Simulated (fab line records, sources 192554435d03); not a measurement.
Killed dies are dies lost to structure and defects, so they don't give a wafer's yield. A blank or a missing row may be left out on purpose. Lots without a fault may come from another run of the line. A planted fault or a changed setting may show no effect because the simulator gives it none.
Chamber matching | flow n5_finfet | N5_BEOL_M9_PECVD_70 on pecvd-01: 3 sister chambers
The step deposits SiO2 from TEOS/O2, target thk 20 nm, time 22.7 s. 3 wafers are shown with their chamber, then 7 later ones without.

WAFERS WITH THEIR CHAMBER
wafer  | chamber | throttle_valve_pct (%)
L077.4 | 1       | 23.8
L089.3 | 0       | 22.2
L089.4 | 2       | 20.9

WAFERS WITHOUT THEIR CHAMBER
wafer  | throttle_valve_pct (%)
L089.5 | 22.5
L096.1 | 21.0
L096.2 | 24.1
L096.4 | 24.0
L097.4 | 21.3
L097.5 | 23.8
L097.6 | 22.0

WHICH CHAMBER EACH WENT THROUGH
wafer  | from the rows above | in truth
L089.5 | 0                   | 0
L096.1 | 2                   | 2
L096.2 | 1                   | 1
L096.4 | 1                   | 1
L097.4 | 2                   | 2
L097.5 | 1                   | 1
L097.6 | 0                   | 0
Placed correctly: 7 of 7. Can't be placed from these rows: 0. Placed wrongly: 0.
How it was worked out, from the rows above alone: a wafer's distance from a chamber is the root of the sum, over the readings, of the square of ((its reading less the chamber's mean) divided by the reading's scatter). The wafer belongs to the nearest chamber; if the next one is less than 2 further off, it can't be placed. A chamber's mean is the mean of its shown wafers. The scatter: with one shown wafer a chamber, the root of the mean of the squares of how far each hidden wafer lies from its nearest shown one.
